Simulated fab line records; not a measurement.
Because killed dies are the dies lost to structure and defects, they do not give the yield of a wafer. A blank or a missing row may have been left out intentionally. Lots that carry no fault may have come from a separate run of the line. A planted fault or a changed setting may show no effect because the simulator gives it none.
Split-lot study :: flow n5-finfet :: 7 lots, 39 wafers read, on a route of 1938 steps

## THE SPLIT
At N5_SD_EPI_P_EPI_21 (deposits SiGe:B, time 355 s), the setting dopant-conc-cm3 was moved away from the recipe's 3e+20 on 9 of the 39 wafers read, by -12.8% to +13.4%. The other wafers ran this setting at the recipe's value.

## FROM THE SPLIT TO THE READING: what the file shows between them, 3 steps
- N5_SD_EPI_P_HM_STRIP_48: strips SiNx in H3PO4, material SiNx, target depth 3 nm
- N5_SD_ACTIVATION_RTA_00: time 0 s
- N5_SD_ACTIVATION_LSA_01: time 0.0008 s

## THE READING
At N5_SD_ACTIVATION_RS_MEAS_03, a four-point-probe measurement gives RS_SD_P in ohm/sq. A value of 56.0 ohm/sq with a standard deviation of 1.1 ohm/sq is what fault-free wafers of this fab line usually give.

wafer: L078.1
tool, chamber at the split: epi-rpcvd-01, 0
dopant-conc-cm3 as run: 3e+20
against the recipe: recipe
RS_SD_P, ohm/sq: 56.5
against lot-mates on the recipe: -

wafer: L078.2
tool, chamber at the split: epi-rpcvd-01, 0
dopant-conc-cm3 as run: 3e+20
against the recipe: recipe
RS_SD_P, ohm/sq: 56.1
against lot-mates on the recipe: -

wafer: L078.3
tool, chamber at the split: epi-rpcvd-01, 0
dopant-conc-cm3 as run: 3e+20
against the recipe: recipe
RS_SD_P, ohm/sq: 55.3
against lot-mates on the recipe: -

wafer: L078.4
tool, chamber at the split: epi-rpcvd-01, 0
dopant-conc-cm3 as run: 3e+20
against the recipe: recipe
RS_SD_P, ohm/sq: 55.4
against lot-mates on the recipe: -

wafer: L078.5
tool, chamber at the split: epi-rpcvd-01, 0
dopant-conc-cm3 as run: 3e+20
against the recipe: recipe
RS_SD_P, ohm/sq: 55.9
against lot-mates on the recipe: -

wafer: L078.6
tool, chamber at the split: epi-rpcvd-01, 0
dopant-conc-cm3 as run: 3e+20
against the recipe: recipe
RS_SD_P, ohm/sq: 55.9
against lot-mates on the recipe: -

wafer: L079.1
tool, chamber at the split: epi-rpcvd-04, 0
dopant-conc-cm3 as run: 3e+20
against the recipe: recipe
RS_SD_P, ohm/sq: 55.8
against lot-mates on the recipe: -

wafer: L079.2
tool, chamber at the split: epi-rpcvd-04, 0
dopant-conc-cm3 as run: 3e+20
against the recipe: recipe
RS_SD_P, ohm/sq: 55.3
against lot-mates on the recipe: -

wafer: L079.3
tool, chamber at the split: epi-rpcvd-04, 0
dopant-conc-cm3 as run: 3e+20
against the recipe: recipe
RS_SD_P, ohm/sq: 55.4
against lot-mates on the recipe: -

wafer: L079.4
tool, chamber at the split: epi-rpcvd-04, 0
dopant-conc-cm3 as run: 3e+20
against the recipe: recipe
RS_SD_P, ohm/sq: 56.5
against lot-mates on the recipe: -

wafer: L079.5
tool, chamber at the split: epi-rpcvd-04, 0
dopant-conc-cm3 as run: 3e+20
against the recipe: recipe
RS_SD_P, ohm/sq: 54.8
against lot-mates on the recipe: -

wafer: L079.6
tool, chamber at the split: epi-rpcvd-04, 0
dopant-conc-cm3 as run: 3e+20
against the recipe: recipe
RS_SD_P, ohm/sq: 54.7
against lot-mates on the recipe: -

wafer: L085.1
tool, chamber at the split: epi-rpcvd-03, 0
dopant-conc-cm3 as run: 2.615e+20
against the recipe: -12.8%
RS_SD_P, ohm/sq: 66.1
against lot-mates on the recipe: +7.7

wafer: L085.2
tool, chamber at the split: epi-rpcvd-03, 0
dopant-conc-cm3 as run: 2.615e+20
against the recipe: -12.8%
RS_SD_P, ohm/sq: 66.7
against lot-mates on the recipe: +8.3

wafer: L085.3
tool, chamber at the split: epi-rpcvd-03, 0
dopant-conc-cm3 as run: 2.615e+20
against the recipe: -12.8%
RS_SD_P, ohm/sq: 67.1
against lot-mates on the recipe: +8.7

wafer: L085.4
tool, chamber at the split: epi-rpcvd-03, 0
dopant-conc-cm3 as run: 3e+20
against the recipe: recipe
RS_SD_P, ohm/sq: 58.1
against lot-mates on the recipe: -

wafer: L085.5
tool, chamber at the split: epi-rpcvd-03, 0
dopant-conc-cm3 as run: 3e+20
against the recipe: recipe
RS_SD_P, ohm/sq: 58.7
against lot-mates on the recipe: -

wafer: L085.6
tool, chamber at the split: epi-rpcvd-03, 0
dopant-conc-cm3 as run: 3e+20
against the recipe: recipe
RS_SD_P, ohm/sq: 58.3
against lot-mates on the recipe: -

wafer: L086.1
tool, chamber at the split: epi-rpcvd-04, 0
dopant-conc-cm3 as run: 3e+20
against the recipe: recipe
RS_SD_P, ohm/sq: 55.2
against lot-mates on the recipe: -

wafer: L086.2
tool, chamber at the split: epi-rpcvd-04, 0
dopant-conc-cm3 as run: 3.187e+20
against the recipe: +6.2%
RS_SD_P, ohm/sq: 52.1
against lot-mates on the recipe: -2.6

wafer: L086.3
tool, chamber at the split: epi-rpcvd-04, 0
dopant-conc-cm3 as run: 3.187e+20
against the recipe: +6.2%
RS_SD_P, ohm/sq: 51.6
against lot-mates on the recipe: -3.1

wafer: L086.4
tool, chamber at the split: epi-rpcvd-04, 0
dopant-conc-cm3 as run: 3e+20
against the recipe: recipe
RS_SD_P, ohm/sq: 54.7
against lot-mates on the recipe: -

wafer: L086.5
tool, chamber at the split: epi-rpcvd-04, 0
dopant-conc-cm3 as run: 3e+20
against the recipe: recipe
RS_SD_P, ohm/sq: 54.3
against lot-mates on the recipe: -

wafer: L086.6
tool, chamber at the split: epi-rpcvd-04, 0
dopant-conc-cm3 as run: 3.187e+20
against the recipe: +6.2%
RS_SD_P, ohm/sq: 51.8
against lot-mates on the recipe: -2.9

wafer: L090.1
tool, chamber at the split: epi-rpcvd-03, 0
dopant-conc-cm3 as run: 3e+20
against the recipe: recipe
RS_SD_P, ohm/sq: 54.7
against lot-mates on the recipe: -

wafer: L090.2
tool, chamber at the split: epi-rpcvd-03, 0
dopant-conc-cm3 as run: 3e+20
against the recipe: recipe
RS_SD_P, ohm/sq: 54.6
against lot-mates on the recipe: -

wafer: L090.3
tool, chamber at the split: epi-rpcvd-03, 0
dopant-conc-cm3 as run: 3e+20
against the recipe: recipe
RS_SD_P, ohm/sq: 54.7
against lot-mates on the recipe: -

wafer: L090.4
tool, chamber at the split: epi-rpcvd-03, 0
dopant-conc-cm3 as run: 3e+20
against the recipe: recipe
RS_SD_P, ohm/sq: 54.7
against lot-mates on the recipe: -

wafer: L090.5
tool, chamber at the split: epi-rpcvd-03, 0
dopant-conc-cm3 as run: 3e+20
against the recipe: recipe
RS_SD_P, ohm/sq: 55.6
against lot-mates on the recipe: -

wafer: L090.6
tool, chamber at the split: epi-rpcvd-03, 0
dopant-conc-cm3 as run: 3e+20
against the recipe: recipe
RS_SD_P, ohm/sq: 54.7
against lot-mates on the recipe: -

wafer: L093.1
tool, chamber at the split: epi-rpcvd-01, 0
dopant-conc-cm3 as run: 3e+20
against the recipe: recipe
RS_SD_P, ohm/sq: 54.1
against lot-mates on the recipe: -

wafer: L093.2
tool, chamber at the split: epi-rpcvd-01, 0
dopant-conc-cm3 as run: 3e+20
against the recipe: recipe
RS_SD_P, ohm/sq: 53.5
against lot-mates on the recipe: -

wafer: L093.6
tool, chamber at the split: epi-rpcvd-01, 0
dopant-conc-cm3 as run: 3e+20
against the recipe: recipe
RS_SD_P, ohm/sq: 54.0
against lot-mates on the recipe: -

wafer: L097.1
tool, chamber at the split: epi-rpcvd-04, 0
dopant-conc-cm3 as run: 3e+20
against the recipe: recipe
RS_SD_P, ohm/sq: 54.5
against lot-mates on the recipe: -

wafer: L097.2
tool, chamber at the split: epi-rpcvd-04, 0
dopant-conc-cm3 as run: 3.402e+20
against the recipe: +13.4%
RS_SD_P, ohm/sq: 48.7
against lot-mates on the recipe: -5.7

wafer: L097.3
tool, chamber at the split: epi-rpcvd-04, 0
dopant-conc-cm3 as run: 3.402e+20
against the recipe: +13.4%
RS_SD_P, ohm/sq: 49.1
against lot-mates on the recipe: -5.3

wafer: L097.4
tool, chamber at the split: epi-rpcvd-04, 0
dopant-conc-cm3 as run: 3e+20
against the recipe: recipe
RS_SD_P, ohm/sq: 54.5
against lot-mates on the recipe: -

wafer: L097.5
tool, chamber at the split: epi-rpcvd-04, 0
dopant-conc-cm3 as run: 3.402e+20
against the recipe: +13.4%
RS_SD_P, ohm/sq: 48.7
against lot-mates on the recipe: -5.7

wafer: L097.6
tool, chamber at the split: epi-rpcvd-04, 0
dopant-conc-cm3 as run: 3e+20
against the recipe: recipe
RS_SD_P, ohm/sq: 54.2
against lot-mates on the recipe: -

THE FIT
A straight line over all 39 wafers: RS_SD_P changes by -0.671 ohm/sq for each +1% of dopant-conc-cm3; r = -0.93; the points scatter about the line by 1.5 ohm/sq.
The same after taking each lot's own level away (the mean of its wafers on the recipe; 39 wafers): -0.523 ohm/sq for each +1%; r = -0.97; scatter 0.67 ohm/sq.
On that fit, the largest move of dopant-conc-cm3 shifts the reading by 7 ohm/sq.
Across the lots, their own levels run from 53.87 to 58.37 ohm/sq, a range of 4.1 times the standard deviation given above.
In other words, the slope is changed by the lot-to-lot level; the two fits disagree.
Check: with one of the wafers moved furthest among these (+13.4%) left out of the fit, the line predicts -6.97 ohm/sq for it against its lot-mates. Against them it came out at -5.7 ohm/sq.

## OTHER SPLITS ON THESE WAFERS
Note: prior to the reading, these wafers also went through further splits. Each is held against what the fit with the lots' levels taken away leaves over:
other split on the same wafers: N5_FIN_SAQP_HM_DEP_72 time-s
wafers away from the commonest value: 18
r with RS_SD_P (lot level and that fit taken away): +0.22

other split on the same wafers: N5_DUMMY_GATE_ETCH_31 target-depth-a
wafers away from the commonest value: 15
r with RS_SD_P (lot level and that fit taken away): -0.19

other split on the same wafers: N5_DUMMY_GATE_ETCH_32 time-s
wafers away from the commonest value: 6
r with RS_SD_P (lot level and that fit taken away): -0.21

## FILE'S OWN FIT
RS_SD_P changes by -0.519 ohm/sq for each +1% of dopant-conc-cm3, r = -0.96.
